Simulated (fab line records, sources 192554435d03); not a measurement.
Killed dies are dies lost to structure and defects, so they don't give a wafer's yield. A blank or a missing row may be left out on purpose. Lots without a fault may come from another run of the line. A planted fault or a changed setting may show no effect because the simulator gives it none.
Chamber matching | flow n5_finfet | N5_BEOL_M3_ETCH_64 on rie_diel-01: 4 sister chambers
The step etches SOC in N2/H2, target depth 75 nm, overetch 15 nm, time 112.5 s. 7 wafers are shown with their chamber, then 7 later ones without.

WAFERS WITH THEIR CHAMBER
wafer  | chamber | drypump_motor_current_A (A) | showerhead_plenum_p_Torr (Torr)
L074.1 | 0       | 5.3                         | 2.57
L074.2 | 1       | 5.5                         | 2.64
L088.1 | 1       | 5.5                         | 2.63
L088.5 | 2       | 5.8                         | 2.51
L088.6 | 3       | 5.2                         | 2.50
L091.1 | 2       | 5.9                         | 2.51
L091.2 | 3       | 5.2                         | 2.50

WAFERS WITHOUT THEIR CHAMBER
wafer  | drypump_motor_current_A (A) | showerhead_plenum_p_Torr (Torr)
L091.6 | 5.9                         | 2.51
L092.1 | 5.9                         | 2.51
L092.4 | 5.2                         | 2.50
L092.6 | 5.5                         | 2.63
L094.2 | 5.8                         | 2.50
L094.3 | 5.5                         | 2.63
L094.5 | 5.5                         | 2.63

WHICH CHAMBER EACH WENT THROUGH
wafer  | from the rows above | in truth
L091.6 | 2                   | 2
L092.1 | 2                   | 2
L092.4 | 3                   | 3
L092.6 | 1                   | 1
L094.2 | 2                   | 2
L094.3 | 1                   | 1
L094.5 | 1                   | 1
Placed correctly: 7 of 7. Can't be placed from these rows: 0. Placed wrongly: 0.
How it was worked out, from the rows above alone: a wafer's distance from a chamber is the root of the sum, over the readings, of the square of ((its reading less the chamber's mean) divided by the reading's scatter). The wafer belongs to the nearest chamber; if the next one is less than 2 further off, it can't be placed. A chamber's mean is the mean of its shown wafers. The scatter: the root of (the sum of the squares of (reading less its chamber's mean) over the shown wafers, divided by (wafers less chambers)).
